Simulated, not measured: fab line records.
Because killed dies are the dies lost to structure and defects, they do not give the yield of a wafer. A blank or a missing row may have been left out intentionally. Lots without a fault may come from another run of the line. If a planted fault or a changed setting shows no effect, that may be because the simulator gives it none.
The tool behind it: which one? | flow nand-harc | Sampling: 6 lots, 18 wafers, 4 of 1302 route steps

## WHAT THE GAUGES READ, wafer by wafer
NHARC_P_M1_CD_MEAS_09 targets a cd of 130 nm.
lot  | measured     | on        | cd-nm (nm)
L984 | day 6 13:10  | cd-sem-03 | 129.7 129.3 130.5
L990 | day 9 15:11  | cd-sem-02 | 130.0 129.5 128.9
L995 | day 11 08:28 | cd-sem-01 | 147.2 147.9 147.0
L997 | day 12 05:26 | cd-sem-01 | 143.7 143.9 143.4
L103 | day 14 16:48 | cd-sem-03 | 129.8 130.0 130.4
L106 | day 15 18:59 | cd-sem-01 | 130.3 130.0 129.8

## WHAT TOOL EACH LOT RAN ON (gives the tool, then ch and the chambers of the sampled wafers, and finally the start)
lot  | NHARC_P_M0_PRE_CLEAN_29                 | NHARC_P_M0_CMP_23             | NHARC_P_M1_EXPOSE_06
L984 | pvd-sputter-02, day 6 11:17 or earlier  | cmp-04 ch 0,2,3, day 6 11:17  | arfi-scanner-02 ch 0, day 6 13:02
L990 | pvd-sputter-03, day 9 12:05             | cmp-01 ch 0,1, day 9 13:20    | arfi-scanner-03 ch 0, day 9 15:03
L995 | pvd-sputter-03, day 11 06:43 or earlier | cmp-04 ch 1,2, day 11 06:43   | arfi-scanner-03 ch 0, day 11 08:20
L997 | pvd-sputter-02, day 12 03:30 or earlier | cmp-04 ch 2,3, day 12 03:30   | arfi-scanner-03 ch 0, day 12 05:17
L103 | pvd-sputter-02, day 14 14:55 or earlier | cmp-02 ch 1,2, day 14 14:55   | arfi-scanner-01 ch 0, day 14 16:40
L106 | pvd-sputter-01, day 15 17:10 or earlier | cmp-04 ch 1,2,3, day 15 17:10 | arfi-scanner-02 ch 0, day 15 18:50
- NHARC_P_M0_PRE_CLEAN_29: time 30 s.
- NHARC_P_M0_CMP_23: polishes, t overpolish 20 s, target thk 117.54 nm.
- NHARC_P_M1_EXPOSE_06: exposes mask P M1, target cd 130 nm.

## THE ANSWER, worked out from the rows above alone
Rule: the lots themselves supply what counts as usual. Put in order of their means at a reading, lots are off if they are a third of the lots or fewer, leave a main group of 4 or more, and stand apart from it by a gap of 3 or more times the standard deviation of the main group's means; of several such gaps the widest counts. Not used: any main group whose means are identical at the precision the tables above print for the reading. Also off: a lot with no number at a reading for which 4 or more lots have one. Where the step has rows for the other lots, those lots are counted as sound.
Off: L995, L997, at NHARC_P_M1_CD_MEAS_09 (cd-nm). The main group has a mean of 129.8 nm with a standard deviation of 0.24.
If a tool, at a process step before that reading, ran all the lots that are off and no sound lot after the first of them, it fits. Those tools and the gauges at NHARC_P_M1_CD_MEAS_09 are tried in the same way. NHARC_P_M0_PRE_CLEAN_29: start missing for some lots; hours and lot order therefore follow NHARC_P_M0_CMP_23. One fits: arfi-scanner-03 at NHARC_P_M1_EXPOSE_06. Its last sound lot is L990 (day 9 15:03), its first lot that is off L995 (day 11 08:20): a fault that began between those two fits.

## WHAT THE SIMULATOR PUT IN
Process parameters drifting: arfi-scanner-03 at NHARC_P_M1_EXPOSE_06, beginning at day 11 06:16. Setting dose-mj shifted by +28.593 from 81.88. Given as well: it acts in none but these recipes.
Lots struck among those shown: L995, L997. Same finding as the rule above.
